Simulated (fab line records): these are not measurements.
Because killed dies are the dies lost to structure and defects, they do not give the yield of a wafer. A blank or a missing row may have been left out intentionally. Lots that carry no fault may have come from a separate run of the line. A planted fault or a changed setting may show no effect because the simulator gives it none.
One fault seen from 2 desks -- flow n5 finfet -- numbers are kept per desk, each desk with only its own; the story behind them comes last

AT THE TOOL OWNER'S DESK: litho track-05
The tool's own readings at N5_BEOL_M4_COAT_67 (time 60 s, resist thk 60 nm): means of the sampled wafers that have a number, for each lot that ran on this tool. The brackets show how far a lot's mean lies from the usual mean; more than 4 standard deviations puts the lot out of limits, marked OUT.
Columns: A = spin speed rpm at N5_BEOL_M4_COAT_67, usual 1500.0 rpm
lot,first seen here,A
L899,day 9 05:55,1627.3 (+99 or more) OUT
L901,day 10 04:23,1626.6 (+99 or more) OUT
L912,day 13 05:42,1500.9
Finding of this desk: L899, L901 out of limits; the first was L899 at day 9 05:55, on spin speed rpm at N5_BEOL_M4_COAT_67. In limits: L912.

AT THE METROLOGY DESK
What the gauges read for every lot (on any tool): the sampled wafers with a number, averaged. The brackets show how far a lot's mean lies from the usual mean; more than 4 standard deviations puts the lot out of limits, marked OUT. 7 of its 10 readings are shown, namely those furthest out on some lot.
Columns: A = DIBL_N at N5_BEOL_M4_RC_MEAS_101, usual 35.9 mV/V; B = IOFF_N at N5_BEOL_M4_RC_MEAS_101, usual 0.156 nA/um; C = IOFF_P at N5_BEOL_M4_RC_MEAS_101, usual 0.205 nA/um; D = ION_N at N5_BEOL_M4_RC_MEAS_101, usual 675 uA/um; E = ION_P at N5_BEOL_M4_RC_MEAS_101, usual 463 uA/um; F = SS_P at N5_BEOL_M4_RC_MEAS_101, usual 73.1 mV/dec; G = VT_P at N5_BEOL_M4_RC_MEAS_101, usual -250.2 mV
lot,first seen here,A,B,C,D,E,F,G
L899,day 9 13:17,35.9,0.148,0.234,673,471,73.1,-247.2
L901,day 10 09:34,36.0,0.155,0.205,679,465,73.2,-249.6
L908,day 11 21:52,36.4,0.165,0.212,683,462,73.1,-250.9
L912,day 13 14:56,33.8,0.134,0.183,666,455,72.7,-251.8
This desk's verdict: no lot among the 4 shows anything out of limits.

BROUGHT TOGETHER
On L899, L901, at day 9 05:55, an alarm was possible from the tool owner's desk.
At the metrology desk, nothing out of limits was observed.
The metrology desk has L899, L901 on record, within its limits.
Every lot named ran N5_BEOL_M4_COAT_67 on litho track-05.

WHAT WAS PUT IN BY THE SIMULATOR
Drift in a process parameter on litho track-05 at N5_BEOL_M4_COAT_67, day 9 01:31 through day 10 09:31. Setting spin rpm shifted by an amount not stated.
Shown lots that were struck: L899, L901.
How many hours passed from the start of the fault until each desk's first out-of-limits reading: the tool owner's desk, 4.
